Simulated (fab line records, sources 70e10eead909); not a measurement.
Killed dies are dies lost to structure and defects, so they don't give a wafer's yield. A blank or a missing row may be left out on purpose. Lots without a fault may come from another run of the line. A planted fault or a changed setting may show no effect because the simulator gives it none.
Chamber matching | flow nand_harc | NHARC_A_SLIT_DESCUM_14 on rie_diel-12: 4 sister chambers
The step chemistry O2, time 3 s. 4 wafers are shown with their chamber, then 10 later ones without.

WAFERS WITH THEIR CHAMBER
wafer  | chamber | drypump_motor_current_A (A)
L089.4 | 2       | 5.0
L089.5 | 1       | 6.5
L091.2 | 0       | 6.0
L091.3 | 3       | 6.2

WAFERS WITHOUT THEIR CHAMBER
wafer  | drypump_motor_current_A (A)
L091.5 | 4.9
L092.3 | 6.5
L092.5 | 5.0
L092.6 | 6.2
L093.2 | 5.0
L093.4 | 6.2
L093.5 | 6.5
L096.3 | 6.5
L096.5 | 5.0
L096.6 | 6.3

WHICH CHAMBER EACH WENT THROUGH
wafer  | from the rows above | in truth
L091.5 | 2                   | 2
L092.3 | 1                   | 1
L092.5 | 2                   | 2
L092.6 | 3                   | 3
L093.2 | 2                   | 2
L093.4 | 3                   | 3
L093.5 | 1                   | 1
L096.3 | 1                   | 1
L096.5 | 2                   | 2
L096.6 | 3                   | 3
Placed correctly: 10 of 10. Can't be placed from these rows: 0. Placed wrongly: 0.
How it was worked out, from the rows above alone: a wafer's distance from a chamber is the root of the sum, over the readings, of the square of ((its reading less the chamber's mean) divided by the reading's scatter). The wafer belongs to the nearest chamber; if the next one is less than 2 further off, it can't be placed. A chamber's mean is the mean of its shown wafers. The scatter: with one shown wafer a chamber, the root of the mean of the squares of how far each hidden wafer lies from its nearest shown one.
